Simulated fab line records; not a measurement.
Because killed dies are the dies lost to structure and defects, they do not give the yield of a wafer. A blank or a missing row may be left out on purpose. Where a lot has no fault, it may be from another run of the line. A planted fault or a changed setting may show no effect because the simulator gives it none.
Matching of chambers || flow n5Finfet || N5_BEOL_M0_SAQP_PECVD_97 on pecvd-02 has 3 sister chambers
The step deposits SiNx from SiH4/NH3/N2, target thk 23 nm, time 19.9 s. 3 wafers are shown with their chamber, then 12 later ones without.

== EACH WAFER AND ITS CHAMBER ==
{"wafer": "L089.6", "chamber": 0, "throttleValvePct (%)": 40.7}
{"wafer": "L091.4", "chamber": 1, "throttleValvePct (%)": 43.8}
{"wafer": "L091.6", "chamber": 2, "throttleValvePct (%)": 38.9}

== WAFERS WITHOUT THEIR CHAMBER ==
{"wafer": "L094.4", "throttleValvePct (%)": 40.7}
{"wafer": "L094.5", "throttleValvePct (%)": 43.7}
{"wafer": "L094.6", "throttleValvePct (%)": 39.0}
{"wafer": "L095.1", "throttleValvePct (%)": 43.6}
{"wafer": "L095.5", "throttleValvePct (%)": 43.9}
{"wafer": "L095.6", "throttleValvePct (%)": 39.1}
{"wafer": "L097.1", "throttleValvePct (%)": 40.5}
{"wafer": "L097.4", "throttleValvePct (%)": 40.8}
{"wafer": "L097.5", "throttleValvePct (%)": 38.9}
{"wafer": "L096.1", "throttleValvePct (%)": 40.8}
{"wafer": "L096.2", "throttleValvePct (%)": 39.2}
{"wafer": "L096.3", "throttleValvePct (%)": 43.7}

== CHAMBER TAKEN BY EACH ==
{"wafer": "L094.4", "from the rows above": 0, "in truth": 0}
{"wafer": "L094.5", "from the rows above": 1, "in truth": 1}
{"wafer": "L094.6", "from the rows above": 2, "in truth": 2}
{"wafer": "L095.1", "from the rows above": 1, "in truth": 1}
{"wafer": "L095.5", "from the rows above": 1, "in truth": 1}
{"wafer": "L095.6", "from the rows above": 2, "in truth": 2}
{"wafer": "L097.1", "from the rows above": 0, "in truth": 0}
{"wafer": "L097.4", "from the rows above": 0, "in truth": 0}
{"wafer": "L097.5", "from the rows above": 2, "in truth": 2}
{"wafer": "L096.1", "from the rows above": 0, "in truth": 0}
{"wafer": "L096.2", "from the rows above": 2, "in truth": 2}
{"wafer": "L096.3", "from the rows above": 1, "in truth": 1}
Placed correctly: 12 of 12. From these rows, 0 cannot be placed. Number placed wrongly: 0.
How it was worked out, from the rows above alone: a wafer's distance from a chamber is the root of the sum, over the readings, of the square of ((its reading less the chamber's mean) divided by the reading's scatter). The wafer belongs to the nearest chamber; if the next one is less than 2 further off, it can't be placed. For every chamber, the mean is computed from those of its wafers that are shown. The scatter (one wafer shown for each chamber): square how far every hidden wafer sits from the nearest shown wafer, average those squares and take the square root.
